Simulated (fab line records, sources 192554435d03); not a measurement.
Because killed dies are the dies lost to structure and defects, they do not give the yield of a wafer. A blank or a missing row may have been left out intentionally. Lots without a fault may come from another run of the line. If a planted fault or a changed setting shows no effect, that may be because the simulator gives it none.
Which of the tools did it? :: flow n5 finfet :: 10 lots, 30 wafers sampled, at 6 steps of a route of 1938

WHAT EACH GAUGE READ, for each wafer
N5_BEOL_M7_INSPECT_58: inspects for defects (darkfield). Usual: raw defect count reads 68 (standard deviation 22).
lot: L822
measured: day 9 02:33
on: defect inspect-02
raw defect count: 79 79 90
flag: 

lot: L825
measured: day 10 00:23
on: defect inspect-02
raw defect count: 72 66 69
flag: 

lot: L824
measured: day 10 00:07
on: defect inspect-02
raw defect count: 39 54 16
flag: 

lot: L830
measured: day 11 05:31
on: defect inspect-01
raw defect count: 64 43 56
flag: 

lot: L833
measured: day 12 02:36
on: defect inspect-01
raw defect count: 61 96 71
flag: 

lot: L834
measured: day 12 11:25
on: defect inspect-02
raw defect count: 1383 45 1483
flag: OFF

lot: L835
measured: day 12 23:07
on: defect inspect-01
raw defect count: 39 63 1450
flag: OFF

lot: L841
measured: day 13 17:09
on: defect inspect-01
raw defect count: 71 46 40
flag: 

lot: L844
measured: day 15 01:49
on: defect inspect-01
raw defect count: 89 55 67
flag: 

lot: L845
measured: day 15 09:58
on: defect inspect-02
raw defect count: 53 73 81
flag: 

N5_BEOL_M8_INSPECT_13: inspects for defects (brightfield). Usual: raw defect count reads 407 (standard deviation 100).
lot: L822
measured: day 9 05:16
on: defect inspect-02
raw defect count: 498 480 376
flag: 

lot: L825
measured: day 10 02:20
on: defect inspect-01
raw defect count: 632 682 564
flag: 

lot: L824
measured: day 10 02:16
on: defect inspect-01
raw defect count: 290 372 309
flag: 

lot: L830
measured: day 11 06:56
on: defect inspect-01
raw defect count: 472 425 429
flag: 

lot: L833
measured: day 12 04:42
on: defect inspect-01
raw defect count: 393 410 366
flag: 

lot: L834
measured: day 12 13:16
on: defect inspect-02
raw defect count: 1714 555 2052
flag: OFF

lot: L835
measured: day 13 00:56
on: defect inspect-01
raw defect count: 389 362 1733
flag: OFF

lot: L841
measured: day 13 19:38
on: defect inspect-01
raw defect count: 397 325 338
flag: 

lot: L844
measured: day 15 04:10
on: defect inspect-02
raw defect count: 506 482 469
flag: 

lot: L845
measured: day 15 11:35
on: defect inspect-02
raw defect count: 333 442 449
flag: 

WHAT TOOL EACH LOT RAN ON (gives the tool, then ch and the chambers of the sampled wafers, and finally the start)
lot: L822
N5_BEOL_M7_STRIP_80: rie diel-02 ch 0,1,3, day 9 00:32 or earlier
N5_BEOL_M7_CURE_75: uv cure-02 ch 1, day 9 00:32
N5_BEOL_M7_CMP_52: cmp-04 ch 0,1,3, day 9 02:05
N5_BEOL_M8_CURE_74: uv cure-02 ch 0, day 9 02:44

lot: L825
N5_BEOL_M7_STRIP_80: rie diel-03 ch 0,1,3, day 9 19:44 or earlier
N5_BEOL_M7_CURE_75: uv cure-03 ch 2, day 9 19:44
N5_BEOL_M7_CMP_52: cmp-02 ch 0,2,3, day 9 23:55
N5_BEOL_M8_CURE_74: uv cure-01 ch 2, day 10 00:34

lot: L824
N5_BEOL_M7_STRIP_80: rie diel-02 ch 0,3, day 9 19:53 or earlier
N5_BEOL_M7_CURE_75: uv cure-02 ch 0, day 9 19:53
N5_BEOL_M7_CMP_52: cmp-02 ch 0,1, day 9 23:40
N5_BEOL_M8_CURE_74: uv cure-03 ch 0, day 10 00:23

lot: L830
N5_BEOL_M7_STRIP_80: rie diel-01 ch 0,1,2, day 11 02:44 or earlier
N5_BEOL_M7_CURE_75: uv cure-01 ch 1, day 11 02:44
N5_BEOL_M7_CMP_52: cmp-03 ch 0,2,3, day 11 05:08
N5_BEOL_M8_CURE_74: uv cure-01 ch 2, day 11 05:38

lot: L833
N5_BEOL_M7_STRIP_80: rie diel-01 ch 1,2, day 11 22:58 or earlier
N5_BEOL_M7_CURE_75: uv cure-01 ch 0, day 11 22:58
N5_BEOL_M7_CMP_52: cmp-04 ch 1,2, day 12 02:11
N5_BEOL_M8_CURE_74: uv cure-01 ch 1, day 12 03:23

lot: L834
N5_BEOL_M7_STRIP_80: rie diel-03 ch 2,3, day 12 07:20 or earlier
N5_BEOL_M7_CURE_75: uv cure-02 ch 2, day 12 07:20
N5_BEOL_M7_CMP_52: cmp-03 ch 1,2, day 12 10:58
N5_BEOL_M8_CURE_74: uv cure-01 ch 0, day 12 11:32

lot: L835
N5_BEOL_M7_STRIP_80: rie diel-01 ch 0,1,3, day 12 21:01 or earlier
N5_BEOL_M7_CURE_75: uv cure-02 ch 2, day 12 21:01
N5_BEOL_M7_CMP_52: cmp-03 ch 0,1,3, day 12 22:40
N5_BEOL_M8_CURE_74: uv cure-01 ch 2, day 12 23:14

lot: L841
N5_BEOL_M7_STRIP_80: rie diel-03 ch 1,2,3, day 13 14:31 or earlier
N5_BEOL_M7_CURE_75: uv cure-03 ch 2, day 13 14:31
N5_BEOL_M7_CMP_52: cmp-04 ch 0,3, day 13 16:42
N5_BEOL_M8_CURE_74: uv cure-02 ch 1, day 13 17:15

lot: L844
N5_BEOL_M7_STRIP_80: rie diel-01 ch 0,2,3, day 14 20:50 or earlier
N5_BEOL_M7_CURE_75: uv cure-03 ch 0, day 14 20:50
N5_BEOL_M7_CMP_52: cmp-02 ch 0,2,3, day 15 01:23
N5_BEOL_M8_CURE_74: uv cure-02 ch 2, day 15 02:04

lot: L845
N5_BEOL_M7_STRIP_80: rie diel-03 ch 0,3, day 15 06:52 or earlier
N5_BEOL_M7_CURE_75: uv cure-01 ch 2, day 15 06:52
N5_BEOL_M7_CMP_52: cmp-02 ch 0,2,3, day 15 09:35
N5_BEOL_M8_CURE_74: uv cure-02 ch 1, day 15 10:15
- N5_BEOL_M7_STRIP_80: strips in N2/H2, time 10 s.
- N5_BEOL_M7_CURE_75: cures SiCOH lowk, time 120 s.
- N5_BEOL_M7_CMP_52: polishes, stops on SiCOH lowk, t overpolish 6.9 s, target thk 80 nm.
- N5_BEOL_M8_CURE_74: cures SiCOH lowk, time 240 s.

WHAT THE TOOLS THEMSELVES READ (means of the sampled wafers that have a number; where no wafer has one, the mark that the record gives instead)
N5_BEOL_M7_STRIP_80. Usual: drypump motor current A 5.7 A, standard deviation 0.52; n2 flow sccm 200.0 sccm, standard deviation 0.63; oes product au 0.81 a.u., standard deviation 0.072; rf vpp V 59.0 V, standard deviation 0.92; showerhead plenum p Torr 2.57 Torr, standard deviation 0.081; throttle valve pct 23.49 %, standard deviation 0.18.
lot: L822
tool: rie diel-02
drypump motor current A (A): 5.6
n2 flow sccm (sccm): 199.7
oes product au (a.u.): 0.71
rf vpp V (V): 60.0
showerhead plenum p Torr (Torr): 2.59
throttle valve pct (%): 23.66
flag: 

lot: L825
tool: rie diel-03
drypump motor current A (A): 6.0
n2 flow sccm (sccm): 200.1
oes product au (a.u.): 0.84
rf vpp V (V): 59.4
showerhead plenum p Torr (Torr): 2.56
throttle valve pct (%): 23.38
flag: 

lot: L824
tool: rie diel-02
drypump motor current A (A): 5.7
n2 flow sccm (sccm): 198.9
oes product au (a.u.): 0.73
rf vpp V (V): 59.4
showerhead plenum p Torr (Torr): 2.63
throttle valve pct (%): 23.51
flag: 

lot: L830
tool: rie diel-01
drypump motor current A (A): 5.5
n2 flow sccm (sccm): 200.0
oes product au (a.u.): 0.80
rf vpp V (V): 59.1
showerhead plenum p Torr (Torr): 2.56
throttle valve pct (%): 23.47
flag: 

lot: L833
tool: rie diel-01
drypump motor current A (A): 5.4
n2 flow sccm (sccm): 200.0
oes product au (a.u.): 0.78
rf vpp V (V): 58.5
showerhead plenum p Torr (Torr): 2.51
throttle valve pct (%): 23.47
flag: 

lot: L834
tool: rie diel-03
drypump motor current A (A): 6.0
n2 flow sccm (sccm): 199.6
oes product au (a.u.): 0.85
rf vpp V (V): 58.9
showerhead plenum p Torr (Torr): 2.62
throttle valve pct (%): 23.54
flag: 

lot: L835
tool: rie diel-01
drypump motor current A (A): 5.7
n2 flow sccm (sccm): 200.3
oes product au (a.u.): 0.80
rf vpp V (V): 60.4
showerhead plenum p Torr (Torr): 2.59
throttle valve pct (%): 23.59
flag: 

lot: L841
tool: rie diel-03
drypump motor current A (A): 6.3
n2 flow sccm (sccm): 199.1
oes product au (a.u.): 0.79
rf vpp V (V): 59.5
showerhead plenum p Torr (Torr): 2.62
throttle valve pct (%): 23.58
flag: 

lot: L844
tool: rie diel-01
drypump motor current A (A): 5.4
n2 flow sccm (sccm): 199.9
oes product au (a.u.): 0.81
rf vpp V (V): 58.4
showerhead plenum p Torr (Torr): 2.56
throttle valve pct (%): 23.46
flag: 

lot: L845
tool: rie diel-03
drypump motor current A (A): 5.7
n2 flow sccm (sccm): 200.3
oes product au (a.u.): 0.85
rf vpp V (V): 59.3
showerhead plenum p Torr (Torr): 2.54
throttle valve pct (%): 23.42
flag: 

N5_BEOL_M7_CURE_75. Usual: lamp power pct 52.31 %, standard deviation 0.056; wafer_temp_C_max 371.5, standard deviation 0.43.
lot: L822
tool: uv cure-02
lamp power pct (%): 52.28
wafer_temp_C_max: 371.5
flag: 

lot: L825
tool: uv cure-03
lamp power pct (%): 52.35
wafer_temp_C_max: 371.8
flag: 

lot: L824
tool: uv cure-02
lamp power pct (%): 52.35
wafer_temp_C_max: 371.8
flag: 

lot: L830
tool: uv cure-01
lamp power pct (%): 52.34
wafer_temp_C_max: 371.0
flag: 

lot: L833
tool: uv cure-01
lamp power pct (%): 52.36
wafer_temp_C_max: 371.5
flag: 

lot: L834
tool: uv cure-02
lamp power pct (%): 52.30
wafer_temp_C_max: 371.7
flag: 

lot: L835
tool: uv cure-02
lamp power pct (%): 52.35
wafer_temp_C_max: 371.8
flag: 

lot: L841
tool: uv cure-03
lamp power pct (%): 52.34
wafer_temp_C_max: 371.9
flag: 

lot: L844
tool: uv cure-03
lamp power pct (%): 52.32
wafer_temp_C_max: 372.2
flag: 

lot: L845
tool: uv cure-01
lamp power pct (%): 52.36
wafer_temp_C_max: 371.7
flag: 

N5_BEOL_M7_CMP_52. Usual: barrier field endpoint s 28.9 s, standard deviation 0.58; motor current A 6.3 A, standard deviation 0.66; overpolish run s 6.900 s, standard deviation 0.0091; slurry flow ml min 150.0, standard deviation 0.49; time to endpoint s 61.9 s, standard deviation 2.2.
lot: L822
tool: cmp-04
barrier field endpoint s (s): 27.8
motor current A (A): 6.3
overpolish run s (s): 6.902
slurry flow ml min: 149.8
time to endpoint s (s): 59.1
flag: 

lot: L825
tool: cmp-02
barrier field endpoint s (s): 28.7
motor current A (A): 5.6
overpolish run s (s): 6.892
slurry flow ml min: 149.7
time to endpoint s (s): 60.6
flag: 

lot: L824
tool: cmp-02
barrier field endpoint s (s): 29.2
motor current A (A): 6.4
overpolish run s (s): 6.899
slurry flow ml min: 150.0
time to endpoint s (s): 59.6
flag: 

lot: L830
tool: cmp-03
barrier field endpoint s (s): 29.5
motor current A (A): 6.3
overpolish run s (s): 6.907
slurry flow ml min: 150.4
time to endpoint s (s): 63.3
flag: 

lot: L833
tool: cmp-04
barrier field endpoint s (s): 28.9
motor current A (A): 7.2
overpolish run s (s): 6.895
slurry flow ml min: 149.6
time to endpoint s (s): 61.4
flag: 

lot: L834
tool: cmp-03
barrier field endpoint s (s): 28.7
motor current A (A): 6.8
overpolish run s (s): 6.904
slurry flow ml min: 149.9
time to endpoint s (s): 64.4
flag: 

lot: L835
tool: cmp-03
barrier field endpoint s (s): 28.8
motor current A (A): 6.4
overpolish run s (s): 6.900
slurry flow ml min: 150.6
time to endpoint s (s): 59.9
flag: 

lot: L841
tool: cmp-04
barrier field endpoint s (s): 28.8
motor current A (A): 6.3
overpolish run s (s): 6.904
slurry flow ml min: 150.6
time to endpoint s (s): 62.4
flag: 

lot: L844
tool: cmp-02
barrier field endpoint s (s): 29.7
motor current A (A): 5.4
overpolish run s (s): 6.903
slurry flow ml min: 150.1
time to endpoint s (s): 65.7
flag: 

lot: L845
tool: cmp-02
barrier field endpoint s (s): 28.9
motor current A (A): 5.7
overpolish run s (s): 6.891
slurry flow ml min: 150.0
time to endpoint s (s): 62.4
flag: 

N5_BEOL_M8_CURE_74. Usual: lamp power pct 52.31 %, standard deviation 0.053; wafer_temp_C_max 386.8, standard deviation 0.53.
lot: L822
tool: uv cure-02
lamp power pct (%): 52.31
wafer_temp_C_max: 386.7
flag: 

lot: L825
tool: uv cure-01
lamp power pct (%): 52.30
wafer_temp_C_max: 387.2
flag: 

lot: L824
tool: uv cure-03
lamp power pct (%): 52.29
wafer_temp_C_max: 387.6
flag: 

lot: L830
tool: uv cure-01
lamp power pct (%): 52.31
wafer_temp_C_max: 386.9
flag: 

lot: L833
tool: uv cure-01
lamp power pct (%): 52.33
wafer_temp_C_max: 386.5
flag: 

lot: L834
tool: uv cure-01
lamp power pct (%): 52.28
wafer_temp_C_max: 386.3
flag: 

lot: L835
tool: uv cure-01
lamp power pct (%): 52.28
wafer_temp_C_max: 387.1
flag: 

lot: L841
tool: uv cure-02
lamp power pct (%): 52.29
wafer_temp_C_max: 387.0
flag: 

lot: L844
tool: uv cure-02
lamp power pct (%): 52.26
wafer_temp_C_max: 386.6
flag: 

lot: L845
tool: uv cure-02
lamp power pct (%): 52.33
wafer_temp_C_max: 386.5
flag: 

THE ANSWER, worked out from the rows above alone
Rule: take the mean of a lot's wafers that have a number; if it is more than 3 standard deviations from the usual mean, the lot is off. Also off: a lot with no number at a reading for which 4 or more lots have one. All remaining lots with rows at the step are treated as sound. The gauges are gone through in route order, then the tools' own readings, and for those a lot's mean is taken as printed above. The first step at which some lot is off is used, and at that step the reading that is off furthest; a lot without a number counts as furthest.
Off, at N5_BEOL_M7_INSPECT_58 on raw defect count: L834, L835.
If a tool, at a process step before that reading, ran all the lots that are off and no sound lot after the first of them, it fits. Gauges at N5_BEOL_M7_INSPECT_58: tried the same way as those tools. N5_BEOL_M7_STRIP_80: start missing for some lots; hours and lot order therefore follow N5_BEOL_M7_CURE_75. Can't be told from this: 2 tools fit, uv cure-02 at N5_BEOL_M7_CURE_75, cmp-03 at N5_BEOL_M7_CMP_52.

WHAT HAD BEEN PUT IN BY THE SIMULATOR
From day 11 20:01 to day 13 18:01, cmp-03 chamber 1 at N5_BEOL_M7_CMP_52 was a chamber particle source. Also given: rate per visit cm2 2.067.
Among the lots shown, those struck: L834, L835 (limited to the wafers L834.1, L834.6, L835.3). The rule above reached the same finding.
